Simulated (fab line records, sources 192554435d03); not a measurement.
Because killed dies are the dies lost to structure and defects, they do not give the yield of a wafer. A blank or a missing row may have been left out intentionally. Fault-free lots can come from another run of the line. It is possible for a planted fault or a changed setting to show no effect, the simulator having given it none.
Chamber matching ; flow n5_finfet ; N5_FIN_SAQP_HM_DEP_72 on pecvd-01 has 3 sister chambers
The step deposits SiO2 from SiH4/N2O, target thk 12 nm, time 7.2 s. 3 wafers are shown with their chamber, then 9 later ones without.

## EACH WAFER AND ITS CHAMBER
wafer;chamber;showerhead_plenum_p_Torr (Torr)
L084.1;1;8.26
L084.2;0;8.12
L084.5;2;7.85

## WAFERS WITH NO CHAMBER GIVEN
wafer;showerhead_plenum_p_Torr (Torr)
L091.2;8.26
L091.4;8.27
L091.5;8.25
L093.1;8.12
L093.4;8.12
L093.6;8.11
L097.3;8.27
L097.4;8.12
L097.5;8.26

## CHAMBER TAKEN BY EACH
wafer;from the rows above;in truth
L091.2;1;1
L091.4;1;1
L091.5;1;1
L093.1;0;0
L093.4;0;0
L093.6;0;0
L097.3;1;1
L097.4;0;0
L097.5;1;1
Placed correctly: 9 of 9. From these rows, 0 cannot be placed. Number placed wrongly: 0.
How it was worked out, from the rows above alone: a wafer's distance from a chamber is the root of the sum, over the readings, of the square of ((its reading less the chamber's mean) divided by the reading's scatter). The wafer belongs to the nearest chamber; if the next one is less than 2 further off, it can't be placed. For every chamber, the mean is computed from those of its wafers that are shown. The scatter (one wafer shown for each chamber): square how far every hidden wafer sits from the nearest shown wafer, average those squares and take the square root.
